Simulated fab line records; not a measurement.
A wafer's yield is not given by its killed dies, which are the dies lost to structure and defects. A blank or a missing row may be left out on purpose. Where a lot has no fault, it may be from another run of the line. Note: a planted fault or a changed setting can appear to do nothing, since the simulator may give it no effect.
fab line records	flow n5_finfet
record lots=6	wafers=18	last_day=18
route steps=1938 shown HKMG_FIN@450 PASSIVATION@1936
lots that met no fault: taken from a fault-free run of the same line
start_h: the number of hours between the record's first day and the start of the first shown wafer of the lot	wait_h: how many hours have passed since the lot's step before this one	" repeats the value in the row above	L1.1+2: a row that stands for several wafers	- no value, or no start was given	* or withheld: withheld	< > ~ a bound
route shown NAME@n: names a module that has steps shown in the file, with the first one's number in the route	usual: mean/standard deviation of fault-free wafers	same: alike in all rows	chamber/n: place in a boat	sites: the reading at each site	_std_site: standard deviation of those values	_edge_site: the outer-site mean with the inner-site mean subtracted	radius_mm: for every site, how far away it sits from the centre of the wafer	mask NAME#n: copy n	behind: the most recent tool/chamber to have shaped the wafer	hold: cause of the lot's hold/its duration in hours/its outcome	device: the transistor (n, p or np) that didn't switch	end of line: the route-end tests of the same wafers	step lacking rows: just its recipe	killed: count of dies lost to structure and defects at first sort (not the wafer's yield)	map: shows each die of a wafer: x if killed, . if not, _ if none is there
set.NAME: the run value of the setting; set.NAME@STEP: its run value at that earlier step	model.NAME: the simulator's own value behind a step, which no gauge read
lots at some steps of the route; a table a step, a row a wafer
services: a tool's chamber out of use, with start hour (start_h, from the record's first day; less than 0 if before it), hours out, and reason
## steps
# step N5_HKMG_FIN_COAT_66
# recipe resist=SOC	temp_c=250	time_s=60	spin_rpm=1500	resist_thk_nm=300
# step N5_HKMG_FIN_ETCH_67
# recipe chemistry=N2/H2	target=SOC	target_depth_a=3889	stop_on=TiN	ion_energy_ev=100	bias_w=61	pressure_mtorr=30	source_w=850	n2_flow_sccm=200	h2_flow_sccm=200
# step N5_HKMG_FIN_STRIP_90
# recipe chemistry=N2/H2	material=SOC	time_s=20	power_w=500	temp_c=40	pressure_mtorr=50	rf_frequency_hz=6e+07	bias_power_w=8	h2_frac=0.5	n2_flow_sccm=300	h2_flow_sccm=300
# usual drypump_motor_current_A=5.8/0.59	oes_product_au=0.80/0.094	rf_vpp_V=54.1/0.93	showerhead_plenum_p_Torr=3.31/0.1	throttle_valve_pct=19.0/0.51
lot.wafer	tool	chamber	start_h	wait_h	drypump_motor_current_A	oes_product_au	rf_hours_counter_h	rf_vpp_V	showerhead_plenum_p_Torr	throttle_valve_pct
L430.2	rie_diel-02	3	110.54	0.0	5.9	0.73	194	54.6	3.34	19.5
L430.4	"	1	"	"	5.5	0.93	8	54.9	3.29	18.2
L430.5	"	1	"	"	5.5	0.94	-	51.8	3.29	18.1
L433.1	rie_diel-06	2	126.40	0.0	6.3	0.99	6	54.8	3.30	18.7
L433.2	"	3	"	"	6.5	0.75	157	54.3	3.52	19.5
L433.6	"	1	"	"	5.9	0.69	-	54.5	3.16	18.4
L435.1	rie_diel-02	1	136.64	0.1	5.6	0.91	20	53.4	3.28	18.2
L435.4	"	3	"	"	6.0	0.71	-	53.2	3.34	19.5
L435.5	"	1	"	"	5.5	0.90	-	53.1	3.28	18.2
L436.1	rie_diel-02	2	146.13	0.0	6.2	0.81	80	54.5	3.27	19.2
L436.3	"	1	"	"	5.5	0.89	25	54.4	3.28	18.2
L436.4	"	3	"	"	6.0	0.71	211	53.2	3.34	19.5
L442.1	rie_diel-02	0	181.68	0.0	5.0	0.89	47	53.6	3.30	19.4
L442.4	"	2	"	"	6.2	0.80	92	53.1	3.26	19.2
L442.5	"	3	"	"	6.0	0.71	-	55.1	3.33	19.6
L448.1	rie_diel-05	0	217.64	0.0	6.0	0.76	147	54.6	3.25	18.9
L448.2	"	3	"	"	4.9	0.79	57	53.0	3.26	18.4
L448.4	"	2	"	"	6.6	0.69	220	54.8	3.33	19.5
# step N5_HKMG_FIN_WET_ETCH_73
# recipe chemistry=SC1	mix=1:2:40	temp_c=50	time_s=42.3	target_depth_nm=1.3	dry=ipa_marangoni	rinse_time_s=30	rinse_temp_c=23
# step N5_HKMG_FIN_ETCHBACK_68
# recipe chemistry=Cl2/Ar	stop_on=HfO2	target_depth_a=5	pressure_mtorr=10	icp_w=600	bias_w=60	Cl2_flow_sccm=40	Ar_flow_sccm=60
# usual drypump_motor_current_A=5.99/0.25	oes_product_au=0.77/0.11	throttle_valve_pct=20.90/0.19
lot.wafer	tool	chamber	start_h	wait_h	drypump_motor_current_A	oes_product_au	rf_hours_counter_h	throttle_valve_pct
L430.2	rie_metal-03	0	110.70	0.0	6.23	0.94	3	20.92
L430.4	"	0	"	"	6.23	0.95	-	20.95
L430.5	"	1	"	"	6.02	0.72	-	20.66
L433.1	rie_metal-02	0	126.56	0.0	5.81	0.86	22	20.80
L433.2	"	1	"	"	5.50	0.91	4	20.91
L433.6	"	1	"	"	5.47	0.91	-	20.89
L435.1	rie_metal-02	1	136.84	0.0	5.51	0.90	5	20.91
L435.4	"	1	"	"	5.49	0.90	-	20.89
L435.5	"	0	"	"	5.82	0.86	-	20.78
L436.1	rie_metal-01	1	146.29	0.0	6.03	0.62	100	21.30
L436.3	"	1	"	"	6.01	0.63	-	21.28
L436.4	"	0	"	"	6.18	0.70	-	20.81
L442.1	rie_metal-02	0	181.88	0.0	5.80	0.83	27	20.80
L442.4	"	1	"	"	5.49	0.87	-	20.92
L442.5	"	1	"	"	5.51	0.87	-	20.91
L448.1	rie_metal-01	1	217.79	0.0	5.98	0.62	107	21.28
L448.2	"	0	"	"	6.19	0.69	92	20.78
L448.4	"	0	"	"	6.20	0.68	-	20.81
# step N5_HKMG_FIN_STRIP_69
# recipe chemistry=N2/H2	power_w=2500	temp_c=300	h2_frac=0.65	time_s=360	pressure_mtorr=withheld	n2_flow_sccm=1750	h2_flow_sccm=3250
# usual drypump_motor_current_A=5.6/0.33	heater_power_w=485/35
lot.wafer	tool	chamber	start_h	wait_h	drypump_motor_current_A	heater_power_w	rf_hours_counter_h
L430.2	plasma_asher-01	0	110.84	0.1	6.0	519	45
L430.4	"	1	"	"	5.6	511	-
L430.5	"	0	"	"	5.9	540	-
L433.1	plasma_asher-02	0	126.70	0.1	5.8	462	96
L433.2	"	1	"	"	5.0	435	96
L433.6	"	1	"	"	5.0	427	-
L435.1	plasma_asher-01	1	136.98	0.1	5.6	509	51
L435.4	"	0	"	"	5.9	527	-
L435.5	"	0	"	"	5.9	524	-
L436.1	plasma_asher-01	0	146.43	0.1	5.9	521	52
L436.3	"	1	"	"	5.6	502	-
L436.4	"	0	"	"	6.0	520	-
L442.1	plasma_asher-02	0	182.03	0.1	5.7	467	108
L442.4	"	0	"	"	5.7	472	-
L442.5	"	0	"	"	5.7	473	-
L448.1	plasma_asher-02	1	217.94	0.1	5.0	424	118
L448.2	"	0	"	"	5.8	454	118
L448.4	"	0	"	"	5.7	462	-
# step N5_HKMG_FIN_ALD_21
# recipe material=TiN	target_thk_a=15	temp_c=400	ald_precursor_family=TiCl4	ald_co_reactant=NH3	pulse_time_s=1	purge_time_s=3	co_reactant_purge_time_s=2	co_reactant_pulse_time_s=2	ald_cycles=68	pressure_torr=3
# step N5_HKMG_FIN_ALD_72
# recipe material=W	target_thk_a=20	temp_c=300	pressure_torr=7.5	ald_precursor_family=WF6	ald_co_reactant=B2H6	pulse_time_s=1	purge_time_s=2	co_reactant_purge_time_s=2	co_reactant_pulse_time_s=3	ald_cycles=7
# usual heater_power_w=453/54	precursor_pulse_height_rel=1.000/0.02
lot.wafer	tool	chamber	start_h	wait_h	heater_power_w	precursor_pulse_height_rel
L430.2	cvd_w-02	0	111.59	0.2	414	1.022
L430.4	"	0	"	"	413	1.024
L430.5	"	0	"	"	412	1.027
L433.1	cvd_w-01	0	127.44	0.2	404	0.960
L433.2	"	1	"	"	516	1.001
L433.6	"	0	"	"	403	0.968
L435.1	cvd_w-02	0	137.72	0.2	410	0.993
L435.4	"	0	"	"	413	0.999
L435.5	"	1	"	"	471	0.986
L436.1	cvd_w-01	0	147.17	0.2	393	1.009
L436.3	"	1	"	"	499	1.012
L436.4	"	0	"	"	397	1.007
L442.1	cvd_w-01	0	182.78	0.2	393	1.020
L442.4	"	1	"	"	510	0.987
L442.5	"	1	"	"	505	0.996
L448.1	cvd_w-01	0	218.68	0.2	398	0.978
L448.2	"	1	"	"	523	0.978
L448.4	"	1	"	"	515	1.018
# step N5_HKMG_FIN_W_FILL_22
# recipe material=W	target_thk_a=600	temp_c=400	pressure_torr=39.4	time_s=18.2
# usual heater_power_w=807/96	throttle_valve_pct=18.1/0.73
lot.wafer	tool	chamber	start_h	wait_h	heater_power_w	throttle_valve_pct
L430.2	cvd_w-02	0	111.65	0.0	734	18.1
L430.4	"	0	"	"	727	18.2
L430.5	"	0	"	"	746	18.2
L433.1	cvd_w-01	0	127.50	0.0	710	17.3
L433.2	"	1	"	"	916	19.2
L433.6	"	0	"	"	702	17.6
L435.1	cvd_w-02	0	137.79	0.0	750	18.1
L435.4	"	0	"	"	733	18.4
L435.5	"	1	"	"	838	16.8
L436.1	cvd_w-01	0	147.24	0.0	696	17.4
L436.3	"	1	"	"	903	19.0
L436.4	"	0	"	"	697	17.3
L442.1	cvd_w-01	0	182.84	0.0	699	17.5
L442.4	"	1	"	"	921	19.0
L442.5	"	1	"	"	903	19.2
L448.1	cvd_w-01	0	218.74	0.0	714	17.8
L448.2	"	1	"	"	919	19.2
L448.4	"	1	"	"	934	19.3
# step N5_HKMG_FIN_PRECLEAN_83
# recipe chemistry=DIW	time_s=57.5	temp_c=23
# step N5_HKMG_FIN_SRD_84
# recipe dry_time_s=32	dry=n2_spin	spin_rpm=1500
# step N5_HKMG_FIN_CMP_23
# recipe stop_on=SiNx	t_overpolish_s=10	post_cmp_clean=rinse_only	down_force_psi=4	platen_rpm=50.289	pad_velocity_m_s=1.0006	target_thk_nm=46.326
# step N5_HKMG_FIN_CMP_94
# recipe stop_on=SiNx	post_cmp_clean=w_dilute_nh4oh	t_overpolish_s=4.7	down_force_psi=4	platen_rpm=50.289	pad_velocity_m_s=1.0006	target_thk_nm=43.299
# usual motor_current_A=12.0/1.3	platen_rpm=50.29/0.035	slurry_filter_dp_kPa=13.52/0.14
lot.wafer	tool	chamber	start_h	wait_h	motor_current_A	platen_rpm	slurry_filter_dp_kPa
L430.2	cmp-02	2	112.24	0.4	9.9	50.37	13.46
L430.4	"	3	"	"	13.0	50.27	13.58
L430.5	"	3	"	"	12.2	50.34	13.61
L433.1	cmp-03	3	128.09	0.4	16.2	50.24	13.70
L433.2	"	0	"	"	12.1	50.32	13.45
L433.6	"	3	"	"	15.2	50.28	13.63
L435.4	cmp-02	3	138.38	0.4	12.8	52.29	13.36
L435.1	"	0	"	"	10.7	52.31	13.30
L435.5	"	0	"	"	11.3	52.32	13.26
L436.1	cmp-02	3	147.86	0.3	12.8	52.38	13.38
L436.4	"	0	"	"	11.2	52.30	13.54
L436.3	"	1	"	"	13.5	52.31	13.63
L442.4	cmp-01	3	183.46	0.3	11.2	50.28	13.38
L442.1	"	1	"	"	12.0	50.26	13.70
L442.5	"	2	"	"	11.5	50.27	13.55
L448.4	cmp-03	3	219.33	0.4	14.0	50.31	13.41
L448.2	"	0	"	"	12.2	50.26	13.43
L448.1	"	1	"	"	10.7	50.31	13.45
# step N5_PASSIVATION_PROBE_49
# usual killed_at_M0_to_M3=36/10	killed_at_M4_up=13/5.5	killed_at_contacts=12/5.6	killed_at_front_end=42/12	killed_at_other=4/3.2	killed_dies=108/18	killed_open=71/13	killed_short=34/7.8
# same gross_dies=1180	killed_at_back_side=0
lot.wafer	tool	chamber	start_h	wait_h	killed_at_M0_to_M3	killed_at_M4_up	killed_at_contacts	killed_at_front_end	killed_at_other	killed_dies	killed_open	killed_short
L430.2	prober-01	-	289.83	0.1	32	8	9	26	5	80	58	22
L430.4	prober-01	-	289.93	0.2	51	3	5	28	5	92	58	34
L430.5	prober-01	-	289.98	0.2	37	19	10	27	3	96	62	32
L433.1	prober-01	-	320.15	0.0	45	10	15	32	0	102	66	33
L433.2	prober-01	-	320.20	0.1	31	7	4	34	3	79	54	24
L433.6	prober-01	-	320.40	0.3	26	7	12	23	0	68	45	23
L435.1	prober-02	-	340.49	0.0	47	13	13	36	4	113	85	26
L435.4	prober-02	-	340.64	0.2	49	8	12	26	9	104	80	23
L435.5	prober-02	-	340.69	0.2	45	4	10	49	1	109	82	27
L436.1	prober-01	-	347.91	0.0	40	18	8	31	5	102	73	29
L436.3	prober-01	-	348.01	0.1	45	15	8	19	6	93	66	26
L436.4	prober-01	-	348.06	0.2	34	9	16	35	2	96	66	27
L442.1	prober-02	-	380.86	0.0	35	24	10	40	10	119	80	38
L442.4	prober-02	-	381.01	0.2	38	16	16	29	8	107	72	35
L442.5	prober-02	-	381.06	0.2	43	10	8	29	8	98	58	37
# killed by level:class
L430.2 FIN_SAQP:geometric_particle:open=11 BEOL_M2:geometric_particle:open=11 BEOL_M0_SAQP:geometric_particle:short=6 MOL_CONTACT_COAG:geometric_particle:open=6 BEOL_M3:geometric_particle:open=6 STI_FIN_REVEAL:geometric_particle:open=4 DUMMY_GATE:geometric_particle:open=4 BEOL_M5:geometric_particle:open=4
L430.4 BEOL_M0_SAQP:geometric_particle:open=17 BEOL_M0_SAQP:geometric_particle:short=14 FIN_SAQP:geometric_particle:open=9 BEOL_M2:geometric_particle:open=7 MOL_CONTACT_COAG:geometric_particle:open=5 DUMMY_GATE:geometric_particle:open=4 BEOL_M1:geometric_particle:open=4 GATE_CUT:geometric_particle:short=3
L430.5 BEOL_M0_SAQP:geometric_particle:open=12 BEOL_M0_SAQP:geometric_particle:short=10 FIN_SAQP:geometric_particle:short=8 FIN_SAQP:geometric_particle:open=8 MOL_CONTACT_COAG:geometric_particle:open=8 BEOL_M2:geometric_particle:open=7 BEOL_M4:geometric_particle:open=5 DUMMY_GATE:geometric_particle:open=4
L433.1 FIN_SAQP:geometric_particle:open=13 MOL_CONTACT_COAG:geometric_particle:open=11 BEOL_M3:geometric_particle:open=9 BEOL_M0_SAQP:geometric_particle:short=9 BEOL_M2:geometric_particle:open=9 FIN_SAQP:geometric_particle:short=7 BEOL_M0_SAQP:geometric_particle:open=5 MOL_CONTACT_COAG:geometric_particle:short=4
L433.2 FIN_SAQP:geometric_particle:open=11 BEOL_M0_SAQP:geometric_particle:open=7 BEOL_M0_SAQP:geometric_particle:short=7 FIN_SAQP:geometric_particle:short=6 DUMMY_GATE:geometric_particle:open=5 BEOL_M1:geometric_particle:open=5 BEOL_M2:geometric_particle:open=5 MOL_CONTACT_COAG:geometric_particle:open=4
L433.6 MOL_CONTACT_COAG:geometric_particle:open=10 BEOL_M1:geometric_particle:open=6 BEOL_M0_SAQP:geometric_particle:short=6 BEOL_M0_SAQP:geometric_particle:open=6 BEOL_M2:geometric_particle:open=6 DUMMY_GATE:geometric_particle:open=5 FIN_SAQP:geometric_particle:open=4 ILD0:geometric_particle:short=3
L435.1 MOL_CONTACT_COAG:geometric_particle:open=12 BEOL_M2:geometric_particle:open=12 BEOL_M3:geometric_particle:open=12 BEOL_M1:geometric_particle:open=10 STI_FIN_REVEAL:geometric_particle:open=9 FIN_SAQP:geometric_particle:open=8 STI_FIN_REVEAL:geometric_particle:short=5 GATE_CUT:geometric_particle:short=4
L435.4 BEOL_M3:geometric_particle:open=14 BEOL_M1:geometric_particle:open=13 BEOL_M2:geometric_particle:open=13 MOL_CONTACT_COAG:geometric_particle:open=12 STI_FIN_REVEAL:geometric_particle:open=6 BEOL_M5:geometric_particle:open=5 FIN_SAQP:geometric_particle:open=4 STI_FIN_REVEAL:geometric_particle:short=3
L435.5 BEOL_M3:geometric_particle:open=15 STI_FIN_REVEAL:geometric_particle:open=14 BEOL_M2:geometric_particle:open=14 DUMMY_GATE:geometric_particle:open=9 MOL_CONTACT_COAG:geometric_particle:open=8 BEOL_M1:geometric_particle:open=8 STARTING-WAFER:geometric_particle:short=7 FIN_SAQP:geometric_particle:open=5
L436.1 BEOL_M4:geometric_particle:open=13 BEOL_M2:geometric_particle:open=12 FIN_SAQP:geometric_particle:open=9 DUMMY_GATE:geometric_particle:open=9 BEOL_M0_SAQP:geometric_particle:short=8 MOL_CONTACT_COAG:geometric_particle:open=7 BEOL_M0_SAQP:geometric_particle:open=7 BEOL_M3:geometric_particle:open=6
L436.3 BEOL_M1:geometric_particle:open=11 MOL_CONTACT_COAG:geometric_particle:open=8 BEOL_M0_SAQP:geometric_particle:open=7 BEOL_M3:geometric_particle:open=6 BEOL_M2:geometric_particle:open=6 DUMMY_GATE:geometric_particle:open=5 FIN_SAQP:geometric_particle:open=4 BEOL_M0_SAQP:geometric_particle:short=4
L436.4 MOL_CONTACT_COAG:geometric_particle:open=15 DUMMY_GATE:geometric_particle:open=10 BEOL_M0_SAQP:geometric_particle:short=9 STI_FIN_REVEAL:geometric_particle:open=7 BEOL_M0_SAQP:geometric_particle:open=6 BEOL_M0:geometric_particle:open=6 FIN_SAQP:geometric_particle:short=5 BEOL_M1:geometric_particle:open=4
L442.1 STI_FIN_REVEAL:geometric_particle:open=22 BEOL_M0_SAQP:geometric_particle:short=9 MOL_CONTACT_COAG:geometric_particle:open=9 BEOL_M4:geometric_particle:open=8 BEOL_M0_SAQP:geometric_particle:open=6 BEOL_M5:geometric_particle:open=6 STI_FIN_REVEAL:geometric_particle:short=5 BEOL_M1:geometric_particle:open=5
L442.4 MOL_CONTACT_COAG:geometric_particle:open=15 STI_FIN_REVEAL:geometric_particle:open=12 BEOL_M0_SAQP:geometric_particle:short=11 BEOL_M4:geometric_particle:open=8 STI_FIN_REVEAL:geometric_particle:short=7 BEOL_M3:geometric_particle:open=6 BEOL_M0:geometric_particle:open=5 BEOL_M1:geometric_particle:open=4
L442.5 BEOL_M0_SAQP:geometric_particle:short=15 BEOL_M0_SAQP:geometric_particle:open=8 STI_FIN_REVEAL:geometric_particle:open=7 MOL_CONTACT_COAG:geometric_particle:open=7 BEOL_M4:geometric_particle:open=7 BEOL_M3:geometric_particle:open=7 FIN_SAQP:geometric_particle:open=4 FIN_SAQP:geometric_particle:short=4
## services
tool	chamber	start_h	hours	kind
plasma_asher-02	-	88.29	2.8	pm
rie_diel-06	2	89.66	4.8	repair
rie_metal-01	1	113.05	5.0	repair
rie_diel-02	0	126.72	16.1	repair
cmp-03	-	135.41	4.0	pm
cmp-03	-	139.41	-	consumable_replace:conditioner
cmp-03	-	139.41	-	consumable_replace:pad
rie_diel-06	1	151.02	-	clean
rie_diel-06	1	151.02	-	consumable_replace:focus_ring
rie_diel-06	1	151.02	-	consumable_replace:showerhead
rie_diel-06	1	151.02	25.5	scheduled_down
rie_diel-06	1	151.02	25.5	vent_cycle
cvd_w-01	1	154.26	1.2	repair
rie_metal-03	1	155.59	6.4	repair
rie_diel-05	1	162.15	36.3	repair
rie_metal-03	-	162.97	8.4	repair
rie_metal-02	1	183.12	1.1	repair
plasma_asher-01	-	191.35	14.6	pm
rie_metal-02	-	191.37	2.8	pm
rie_metal-01	-	197.46	0.1	repair
rie_diel-06	2	197.89	1.5	repair
rie_diel-02	1	198.27	1.6	repair
cmp-01	-	204.30	4.0	pm
cmp-01	-	208.30	-	consumable_replace:conditioner
## key
first_sign step=N5_HKMG_FIN_CMP_94	reading=platen_rpm	direction=up	sigmas=57	usual=50.29	struck=52.32
effect none on later readings
met_at N5_HKMG_FIN_CMP_94
struck_wafers L435.1,L435.4,L435.5,L436.1,L436.3,L436.4
tester_left_out L435,L436
onset_between 112.24 138.38
fault kind=process_parameter_drift	tool=cmp-02	chamber=-	onset_h=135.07	steps=N5_HKMG_FIN_CMP_94	channel=platen_rpm	offset=2.0116	shape=step	end_h=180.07	acts_in=these_recipes_only	stated=50.289
# tester_left_out: of these lots the tester's yield and bins aren't shown, on N5 and GAA mostly nor the transistor test; their killed dies are dies lost to structure and defects alone, not to doping, threshold or leakage, so they don't give the yield
